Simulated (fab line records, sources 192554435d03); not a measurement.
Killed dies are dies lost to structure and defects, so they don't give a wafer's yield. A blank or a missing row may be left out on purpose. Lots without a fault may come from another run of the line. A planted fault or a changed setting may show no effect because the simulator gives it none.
Which tool did it? | flow n5_finfet | 14 lots, 42 wafers sampled, at 4 steps of a route of 1938

WHAT THE GAUGES READ, wafer by wafer
N5_WELL_APT_OVL_MEAS_09. Usual: NWELL_OVL 2 nm, standard deviation 6.1.
lot  | measured    | on         | NWELL_OVL (nm) | flag
L598 | day 2 01:37 | overlay-02 | 6 -1 1         |
L599 | day 2 07:52 | overlay-01 | -1 -12 -4      |
L600 | day 2 13:37 | overlay-01 | 3 10 3         |
L601 | day 2 19:52 | overlay-01 | -3 -2 8        |
L602 | day 3 01:43 | overlay-02 | 10 3 3         |
L604 | day 3 13:43 | overlay-02 | 4 5 1          |
L605 | day 3 20:08 | overlay-02 | 4 5 1          |
L606 | day 4 01:44 | overlay-01 | 0 2 3          |
L613 | day 5 19:37 | overlay-01 | -4 15 10       |
L615 | day 6 08:15 | overlay-01 | 9 7 8          |
L616 | day 6 13:43 | overlay-01 | 12 18 7        |
L617 | day 6 19:52 | overlay-02 | 13 10 10       |
L618 | day 7 02:18 | overlay-01 | 8 2 3          |
L619 | day 7 08:04 | overlay-01 | 5 0 0          |

N5_WELL_APT_OVL_MEAS_26. Usual: PWELL_OVL 2 nm, standard deviation 4.9.
lot  | measured    | on         | PWELL_OVL (nm) | flag
L598 | day 2 02:59 | overlay-01 | -3 3 -5        |
L599 | day 2 09:07 | overlay-02 | 4 16 1         |
L600 | day 2 15:07 | overlay-02 | -7 -7 -4       |
L601 | day 2 21:00 | overlay-01 | 6 10 7         |
L602 | day 3 02:58 | overlay-01 | -2 1 -3        |
L604 | day 3 15:15 | overlay-01 | 0 -5 8         |
L605 | day 3 21:15 | overlay-02 | -6 -8 -2       |
L606 | day 4 03:07 | overlay-02 | 1 -6 1         |
L613 | day 5 21:29 | overlay-01 | 6 9 9          |
L615 | day 6 09:23 | overlay-02 | 1 6 -1         |
L616 | day 6 15:11 | overlay-02 | 3 1 3          |
L617 | day 6 21:07 | overlay-02 | -1 -3 -2       |
L618 | day 7 03:40 | overlay-02 | 7 13 6         |
L619 | day 7 09:20 | overlay-02 | 3 5 4          |

N5_WELL_APT_INSPECT_38: inspects for defects (darkfield). Usual: raw_defect_count 15, standard deviation 5.5.
lot  | measured    | on                | raw_defect_count | flag
L598 | day 2 04:58 | defect_inspect-01 | 12 15 15         |
L599 | day 2 10:52 | defect_inspect-01 | 12 14 13         |
L600 | day 2 16:49 | defect_inspect-01 | 4 9 16           |
L601 | day 2 23:04 | defect_inspect-01 | 19 15 6          |
L602 | day 3 04:53 | defect_inspect-02 | 17 9 12          |
L604 | day 3 17:14 | defect_inspect-02 | 16 21 19         |
L605 | day 3 23:14 | defect_inspect-02 | 13 17 20         |
L606 | day 4 04:59 | defect_inspect-02 | 10 16 6          |
L613 | day 5 23:41 | defect_inspect-02 | 15 22 12         |
L615 | day 6 11:07 | defect_inspect-01 | 17 16 13         |
L616 | day 6 17:02 | defect_inspect-01 | 17 14 15         |
L617 | day 6 23:05 | defect_inspect-01 | 13 11 9          |
L618 | day 7 05:23 | defect_inspect-01 | 10 20 14         |
L619 | day 7 11:01 | defect_inspect-02 | 18 18 13         |

WHICH TOOL RAN EACH LOT (tool, then ch and the chambers of the sampled wafers, then the start)
lot  | N5_WELL_APT_IMPLANT_32
L598 | implanter-02 ch 0, day 2 03:19
L599 | implanter-01 ch 0, day 2 09:29
L600 | implanter-02 ch 0, day 2 15:27
L601 | implanter-01 ch 0, day 2 21:22
L602 | implanter-01 ch 0, day 3 03:20
L604 | implanter-02 ch 0, day 3 15:37
L605 | implanter-01 ch 0, day 3 21:35
L606 | implanter-02 ch 0, day 4 03:31
L613 | implanter-01 ch 0, day 5 22:12
L615 | implanter-01 ch 0, day 6 09:44
L616 | implanter-01 ch 0, day 6 15:38
L617 | implanter-02 ch 0, day 6 21:31
L618 | implanter-02 ch 0, day 7 04:07
L619 | implanter-01 ch 0, day 7 09:40
- N5_WELL_APT_IMPLANT_32

WHAT THE TOOLS THEMSELVES READ (means of the sampled wafers that have a number; where no wafer has one, the mark that the record gives instead)
N5_WELL_APT_IMPLANT_32. Usual: beam_energy_keV 50.005, standard deviation 0.014.
lot  | tool         | beam_energy_keV | flag
L598 | implanter-02 | 50.017          |
L599 | implanter-01 | 50.001          |
L600 | implanter-02 | 50.005          |
L601 | implanter-01 | 49.995          |
L602 | implanter-01 | 50.010          |
L604 | implanter-02 | 56.672          | OFF
L605 | implanter-01 | 50.005          |
L606 | implanter-02 | 56.677          | OFF
L613 | implanter-01 | 49.998          |
L615 | implanter-01 | 50.007          |
L616 | implanter-01 | 50.017          |
L617 | implanter-02 | 49.996          |
L618 | implanter-02 | 49.987          |
L619 | implanter-01 | 49.998          |

THE ANSWER, worked out from the rows above alone
Rule: a lot is off if the mean of its wafers that have a number lies more than 3 standard deviations from the usual mean. A lot without any number at a reading at which 4 lots or more have one is off too. The other lots that the step has rows for count as sound. The gauges are gone through in route order, then the tools' own readings, and for those a lot's mean is taken as printed above. The first step at which some lot is off is used, and at that step the reading that is off furthest; a lot without a number counts as furthest.
Off: L604, L606, at N5_WELL_APT_IMPLANT_32 (beam_energy_keV).
A tool fits if, at that step or a process step before it, it ran every lot that is off, and no sound lot after the first of them. None of those tried fits.

WHAT THE SIMULATOR HAD PUT IN
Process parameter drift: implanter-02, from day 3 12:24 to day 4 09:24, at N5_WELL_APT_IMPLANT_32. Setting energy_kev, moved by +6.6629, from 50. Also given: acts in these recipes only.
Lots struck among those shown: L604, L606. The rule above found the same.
